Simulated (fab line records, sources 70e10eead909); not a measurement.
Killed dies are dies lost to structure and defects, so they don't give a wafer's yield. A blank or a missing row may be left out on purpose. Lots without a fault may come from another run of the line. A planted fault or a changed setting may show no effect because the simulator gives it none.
Chamber matching | flow nand_harc | NHARC_A_CONTACT_ETCH_75 on rie_diel-01: 4 sister chambers
The step etches the open film in CF4, target depth 39 nm, time 65 s. 14 wafers are shown with their chamber, then 7 later ones without.

WAFERS WITH THEIR CHAMBER
wafer  | chamber | showerhead_plenum_p_Torr (Torr) | drypump_motor_current_A (A) | oes_product_au (a.u.)
L078.4 | 2       | 1.67                            | 6.4                         | 0.995
L078.5 | 0       | 1.67                            | 6.0                         | 1.006
L078.6 | 1       | 1.72                            | 5.2                         | 0.997
L080.3 | 2       | 1.66                            | 6.4                         | 0.987
L080.4 | 1       | 1.72                            | 5.2                         | 0.984
L080.5 | 1       | 1.72                            | 5.3                         | 0.993
L082.2 | 1       | 1.72                            | 5.3                         | 0.978
L082.5 | 3       | 1.77                            | 5.8                         | 1.002
L082.6 | 2       | 1.66                            | 6.4                         | 0.989
L084.4 | 1       | 1.72                            | 5.2                         | 0.973
L084.5 | 3       | 1.77                            | 5.8                         | 1.007
L084.6 | 2       | 1.66                            | 6.4                         | 0.986
L085.2 | 1       | 1.72                            | 5.2                         | 0.977
L085.3 | 3       | 1.77                            | 5.8                         | 1.002

SIGNATURES (means of the wafers above)
reading                  | chamber 0 | chamber 1 | chamber 2 | chamber 3 | scatter within a chamber
showerhead_plenum_p_Torr | 1.6700    | 1.7200    | 1.6625    | 1.7700    | 0.00274
drypump_motor_current_A  | 6.000     | 5.233     | 6.400     | 5.800     | 0.0365
oes_product_au           | 1.00600   | 0.98367   | 0.98925   | 1.00367   | 0.00722
Rule: a wafer's distance from a chamber is the root of the sum, over the readings, of the square of ((its reading less the chamber's mean) divided by the reading's scatter). The wafer belongs to the nearest chamber; if the next one is less than 2 further off, it can't be placed. The scatter: the root of (the sum of the squares of (reading less its chamber's mean) over the shown wafers, divided by (wafers less chambers)).

WAFERS WITHOUT THEIR CHAMBER
wafer  | showerhead_plenum_p_Torr (Torr) | drypump_motor_current_A (A) | oes_product_au (a.u.)
L085.5 | 1.66                            | 6.4                         | 0.999
L087.1 | 1.66                            | 6.4                         | 0.989
L087.2 | 1.72                            | 5.2                         | 0.987
L087.3 | 1.77                            | 5.8                         | 1.010
L094.2 | 1.76                            | 5.8                         | 1.011
L094.4 | 1.65                            | 6.4                         | 1.005
L094.6 | 1.71                            | 5.2                         | 0.990

WHICH CHAMBER EACH WENT THROUGH
wafer  | from the rows above | in truth
L085.5 | 2                   | 2
L087.1 | 2                   | 2
L087.2 | 1                   | 1
L087.3 | 3                   | 3
L094.2 | 3                   | 3
L094.4 | 2                   | 2
L094.6 | 1                   | 1
Placed correctly: 7 of 7. Can't be placed from these rows: 0. Placed wrongly: 0.
